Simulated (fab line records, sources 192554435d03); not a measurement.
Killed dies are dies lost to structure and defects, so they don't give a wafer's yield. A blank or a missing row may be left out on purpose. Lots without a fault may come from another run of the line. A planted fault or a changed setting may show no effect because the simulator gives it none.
Split-lot experiment | flow n5_finfet | 7 lots, 21 wafers read, on a route of 1938 steps

THE SPLIT
At N5_BEOL_M10_COAT_22 (resist thk 90 nm), the setting spin_rpm was moved away from the recipe's 1500 rpm on 6 of the 21 wafers read, by -11.1% to -6.7%. The other wafers ran this setting at the recipe's value.

FROM THE SPLIT TO THE READING: what the file shows between them, 3 steps
- N5_BEOL_M10_EBR_24
- N5_BEOL_M10_SOFTBAKE_23: time 60 s
- N5_BEOL_M10_DESCUM_33: chemistry O2, time 7.9 s

THE READING
CAR-ArF_of_BEOL_M10_COAT_22.thk_nm (the simulator's own value, which no gauge read), in nm, at N5_BEOL_M10_ETCH_65 (etches SiARC in CF4, target depth 39 nm, time 65 s). The file gives no usual value for it. The 15 wafers here that ran the recipe average 55.4 nm, standard deviation 0.22 nm.

wafer  | tool, chamber at the split | spin_rpm as run, rpm | against the recipe | CAR-ArF_of_BEOL_M10_COAT_22.thk_nm, nm | against lot-mates on the recipe
L075.1 | litho_track-05, 0          | 1500                 | recipe             | 55.2                                   | -
L075.5 | litho_track-05, 0          | 1500                 | recipe             | 55                                     | -
L075.6 | litho_track-05, 0          | 1500                 | recipe             | 55.4                                   | -
L080.1 | litho_track-02, 0          | 1500                 | recipe             | 55.8                                   | -
L080.3 | litho_track-02, 0          | 1382                 | -7.9%              | 59                                     | +3.3
L080.4 | litho_track-02, 0          | 1500                 | recipe             | 55.6                                   | -
L083.2 | litho_track-01, 0          | 1389                 | -7.4%              | 59.2                                   | +3.8
L083.3 | litho_track-01, 0          | 1500                 | recipe             | 55.4                                   | -
L083.5 | litho_track-01, 0          | 1389                 | -7.4%              | 59                                     | +3.6
L081.1 | litho_track-01, 0          | 1500                 | recipe             | 55.6                                   | -
L081.5 | litho_track-01, 0          | 1500                 | recipe             | 55.2                                   | -
L081.6 | litho_track-01, 0          | 1500                 | recipe             | 55.2                                   | -
L085.1 | litho_track-01, 0          | 1500                 | recipe             | 55.2                                   | -
L085.3 | litho_track-01, 0          | 1399                 | -6.7%              | 58.8                                   | +3.5
L085.6 | litho_track-01, 0          | 1500                 | recipe             | 55.4                                   | -
L088.1 | litho_track-02, 0          | 1500                 | recipe             | 55.4                                   | -
L088.2 | litho_track-02, 0          | 1500                 | recipe             | 55.8                                   | -
L088.3 | litho_track-02, 0          | 1500                 | recipe             | 55.6                                   | -
L097.1 | litho_track-02, 0          | 1333                 | -11.1%             | 60.6                                   | +5.2
L097.5 | litho_track-02, 0          | 1333                 | -11.1%             | 60.8                                   | +5.4
L097.6 | litho_track-02, 0          | 1500                 | recipe             | 55.4                                   | -

THE FIT
A straight line over all 21 wafers: CAR-ArF_of_BEOL_M10_COAT_22.thk_nm changes by -0.48 nm for each +1% of spin_rpm; r = -0.99; the points scatter about the line by 0.22 nm.
The same after taking each lot's own level away (the mean of its wafers on the recipe; 21 wafers): -0.478 nm for each +1%; r = -1.00; scatter 0.19 nm.
On that fit, the largest move of spin_rpm shifts the reading by 5.3 nm.
The lots' own levels span 55.20 to 55.70 nm, that is 2.2 times the standard deviation above.
So the lot-to-lot level changes the slope little: the two slopes agree.
Check: with one of the wafers moved furthest among these (-11.1%) left out of the fit, the line predicts +5.37 nm for it against its lot-mates. It came out at +5.2 nm against them.

OTHER SPLITS ON THESE WAFERS
These wafers also went through other splits before the reading. Each is held against what the fit with the lots' levels taken away leaves over:
other split on the same wafers   | wafers away from the commonest value | r with CAR-ArF_of_BEOL_M10_COAT_22.thk_nm (lot level and that fit taken away)
N5_BEOL_M7_TRENCH_ETCH_37 time_s | 7                                    | -0.24
N5_BEOL_M8_ETCH_66 bias_w        | 7                                    | -0.14
N5_BEOL_M8_TRENCH_ETCH_37 time_s | 5                                    | +0.11
N5_BEOL_M10_ETCH_62 time_s       | 4                                    | +0.23

THE WHOLE CHAIN: every reading that the file lists as answering this split, in the file's order
step                  | what it does                                       | reading                                                                             | change (the file's fit)               | r (the file's)
N5_BEOL_M10_COAT_22   | resist thk 90 nm                                   | CAR-ArF_of_BEOL_M10_COAT_22.thk_nm (the simulator's own value, which no gauge read) | -0.482 nm for each +1% of the setting | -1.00
N5_BEOL_M10_DESCUM_33 | chemistry O2, time 7.9 s                           | CAR-ArF_of_BEOL_M10_COAT_22.thk_nm (the simulator's own value, which no gauge read) | -0.486 nm for each +1% of the setting | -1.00
N5_BEOL_M10_ETCH_65   | etches SiARC in CF4, target depth 39 nm, time 65 s | CAR-ArF_of_BEOL_M10_COAT_22.thk_nm (the simulator's own value, which no gauge read) | -0.475 nm for each +1% of the setting | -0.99

THE FILE'S OWN FIT
CAR-ArF_of_BEOL_M10_COAT_22.thk_nm changes by -0.475 nm for each +1% of spin_rpm, r = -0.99.
